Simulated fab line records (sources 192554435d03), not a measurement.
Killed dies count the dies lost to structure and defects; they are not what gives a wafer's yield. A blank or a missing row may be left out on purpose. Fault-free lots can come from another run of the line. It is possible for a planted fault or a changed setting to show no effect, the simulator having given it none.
Lot-split experiment / flow n5-finfet / on a route of 1938 steps: 7 lots, 39 wafers read

## THE SPLIT ITSELF
At N5_DUMMY_GATE_ETCH_32 (etches SiO2 in CF4, target depth 3.5 nm, time 3.9 s), the setting time-s was moved away from the recipe's 3.9 s on 9 of the 39 wafers read, by -17.6% to +23.6%. The other wafers ran this setting at the recipe's value.

Reading taken at the split's own step.

## THE READING
etch.depth-nm (the simulator's own value, which no gauge read), in nm, at N5_DUMMY_GATE_ETCH_32 (etches SiO2 in CF4, target depth 3.5 nm, time 3.9 s). No usual value for it is given in the file. Across the 30 wafers here that went through the recipe, the average is 3.490 nm and the standard deviation 0.042 nm.

wafer=L074.1; tool, chamber at the split=rie-si-01, 1; time-s as run, s=3.9; against the recipe=recipe; etch.depth-nm, nm=3.459; against lot-mates on the recipe=-
wafer=L074.2; tool, chamber at the split=rie-si-01, 0; time-s as run, s=3.215; against the recipe=-17.6%; etch.depth-nm, nm=2.962; against lot-mates on the recipe=-0.552
wafer=L074.3; tool, chamber at the split=rie-si-01, 3; time-s as run, s=3.9; against the recipe=recipe; etch.depth-nm, nm=3.54; against lot-mates on the recipe=-
wafer=L074.4; tool, chamber at the split=rie-si-01, 2; time-s as run, s=3.9; against the recipe=recipe; etch.depth-nm, nm=3.542; against lot-mates on the recipe=-
wafer=L074.5; tool, chamber at the split=rie-si-01, 1; time-s as run, s=3.215; against the recipe=-17.6%; etch.depth-nm, nm=2.873; against lot-mates on the recipe=-0.641
wafer=L074.6; tool, chamber at the split=rie-si-01, 2; time-s as run, s=3.215; against the recipe=-17.6%; etch.depth-nm, nm=2.916; against lot-mates on the recipe=-0.598
wafer=L078.1; tool, chamber at the split=rie-si-02, 3; time-s as run, s=3.9; against the recipe=recipe; etch.depth-nm, nm=3.457; against lot-mates on the recipe=-
wafer=L078.2; tool, chamber at the split=rie-si-02, 2; time-s as run, s=3.9; against the recipe=recipe; etch.depth-nm, nm=3.455; against lot-mates on the recipe=-
wafer=L078.3; tool, chamber at the split=rie-si-02, 0; time-s as run, s=3.9; against the recipe=recipe; etch.depth-nm, nm=3.485; against lot-mates on the recipe=-
wafer=L078.4; tool, chamber at the split=rie-si-02, 1; time-s as run, s=3.9; against the recipe=recipe; etch.depth-nm, nm=3.413; against lot-mates on the recipe=-
wafer=L078.5; tool, chamber at the split=rie-si-02, 0; time-s as run, s=3.9; against the recipe=recipe; etch.depth-nm, nm=3.451; against lot-mates on the recipe=-
wafer=L078.6; tool, chamber at the split=rie-si-02, 1; time-s as run, s=3.9; against the recipe=recipe; etch.depth-nm, nm=3.431; against lot-mates on the recipe=-
wafer=L080.1; tool, chamber at the split=rie-si-02, 2; time-s as run, s=3.9; against the recipe=recipe; etch.depth-nm, nm=3.469; against lot-mates on the recipe=-
wafer=L080.2; tool, chamber at the split=rie-si-02, 1; time-s as run, s=3.9; against the recipe=recipe; etch.depth-nm, nm=3.451; against lot-mates on the recipe=-
wafer=L080.3; tool, chamber at the split=rie-si-02, 0; time-s as run, s=3.9; against the recipe=recipe; etch.depth-nm, nm=3.479; against lot-mates on the recipe=-
wafer=L080.4; tool, chamber at the split=rie-si-02, 3; time-s as run, s=3.9; against the recipe=recipe; etch.depth-nm, nm=3.49; against lot-mates on the recipe=-
wafer=L080.5; tool, chamber at the split=rie-si-02, 2; time-s as run, s=3.9; against the recipe=recipe; etch.depth-nm, nm=3.458; against lot-mates on the recipe=-
wafer=L080.6; tool, chamber at the split=rie-si-02, 1; time-s as run, s=3.9; against the recipe=recipe; etch.depth-nm, nm=3.487; against lot-mates on the recipe=-
wafer=L082.3; tool, chamber at the split=rie-si-04, 2; time-s as run, s=3.9; against the recipe=recipe; etch.depth-nm, nm=3.523; against lot-mates on the recipe=-
wafer=L082.4; tool, chamber at the split=rie-si-04, 0; time-s as run, s=3.9; against the recipe=recipe; etch.depth-nm, nm=3.448; against lot-mates on the recipe=-
wafer=L082.6; tool, chamber at the split=rie-si-04, 3; time-s as run, s=3.9; against the recipe=recipe; etch.depth-nm, nm=3.522; against lot-mates on the recipe=-
wafer=L091.1; tool, chamber at the split=rie-si-01, 1; time-s as run, s=3.9; against the recipe=recipe; etch.depth-nm, nm=3.445; against lot-mates on the recipe=-
wafer=L091.2; tool, chamber at the split=rie-si-01, 3; time-s as run, s=3.9; against the recipe=recipe; etch.depth-nm, nm=3.498; against lot-mates on the recipe=-
wafer=L091.3; tool, chamber at the split=rie-si-01, 2; time-s as run, s=4.403; against the recipe=+12.9%; etch.depth-nm, nm=4.016; against lot-mates on the recipe=+0.525
wafer=L091.4; tool, chamber at the split=rie-si-01, 0; time-s as run, s=4.403; against the recipe=+12.9%; etch.depth-nm, nm=4.063; against lot-mates on the recipe=+0.572
wafer=L091.5; tool, chamber at the split=rie-si-01, 1; time-s as run, s=4.403; against the recipe=+12.9%; etch.depth-nm, nm=3.918; against lot-mates on the recipe=+0.427
wafer=L091.6; tool, chamber at the split=rie-si-01, 2; time-s as run, s=3.9; against the recipe=recipe; etch.depth-nm, nm=3.53; against lot-mates on the recipe=-
wafer=L093.1; tool, chamber at the split=rie-si-01, 2; time-s as run, s=3.9; against the recipe=recipe; etch.depth-nm, nm=3.545; against lot-mates on the recipe=-
wafer=L093.2; tool, chamber at the split=rie-si-01, 3; time-s as run, s=4.821; against the recipe=+23.6%; etch.depth-nm, nm=4.34; against lot-mates on the recipe=+0.818
wafer=L093.3; tool, chamber at the split=rie-si-01, 0; time-s as run, s=4.821; against the recipe=+23.6%; etch.depth-nm, nm=4.449; against lot-mates on the recipe=+0.927
wafer=L093.4; tool, chamber at the split=rie-si-01, 1; time-s as run, s=3.9; against the recipe=recipe; etch.depth-nm, nm=3.486; against lot-mates on the recipe=-
wafer=L093.5; tool, chamber at the split=rie-si-01, 1; time-s as run, s=4.821; against the recipe=+23.6%; etch.depth-nm, nm=4.304; against lot-mates on the recipe=+0.782
wafer=L093.6; tool, chamber at the split=rie-si-01, 2; time-s as run, s=3.9; against the recipe=recipe; etch.depth-nm, nm=3.534; against lot-mates on the recipe=-
wafer=L094.1; tool, chamber at the split=rie-si-01, 3; time-s as run, s=3.9; against the recipe=recipe; etch.depth-nm, nm=3.509; against lot-mates on the recipe=-
wafer=L094.2; tool, chamber at the split=rie-si-01, 0; time-s as run, s=3.9; against the recipe=recipe; etch.depth-nm, nm=3.611; against lot-mates on the recipe=-
wafer=L094.3; tool, chamber at the split=rie-si-01, 2,3; time-s as run, s=3.9; against the recipe=recipe; etch.depth-nm, nm=3.504; against lot-mates on the recipe=-
wafer=L094.5; tool, chamber at the split=rie-si-01, 2,3; time-s as run, s=3.9; against the recipe=recipe; etch.depth-nm, nm=3.504; against lot-mates on the recipe=-
wafer=L094.4; tool, chamber at the split=rie-si-01, 1; time-s as run, s=3.9; against the recipe=recipe; etch.depth-nm, nm=3.446; against lot-mates on the recipe=-
wafer=L094.6; tool, chamber at the split=rie-si-01, 2; time-s as run, s=3.9; against the recipe=recipe; etch.depth-nm, nm=3.514; against lot-mates on the recipe=-
The file does not say which wafer passed through which chamber wherever a row lists several chambers: such a row stands for several wafers.

THE FIT
A straight line over all 39 wafers: etch.depth-nm changes by +0.0359 nm for each +1% of time-s; r = +0.99; the points scatter about the line by 0.05 nm.
The same after taking each lot's own level away (the mean of its wafers on the recipe; 39 wafers): +0.0357 nm for each +1%; r = +0.99; scatter 0.042 nm.
That fit puts the effect of the largest move of time-s on the reading at 0.84 nm.
Across the lots, their own levels run from 3.4487 to 3.5217 nm, a range of 1.7 times the standard deviation given above.
The two slopes are in agreement: the lot-to-lot level therefore moves the slope only a little.
Check: for one of the wafers moved furthest among these (+23.6%), held out of the fit, the line's prediction against its lot-mates is +0.855 nm. It came out at +0.818 nm against them.

## THE FILE'S OWN FIT
etch.depth-nm changes by +0.0358 nm for each +1% of time-s, r = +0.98.
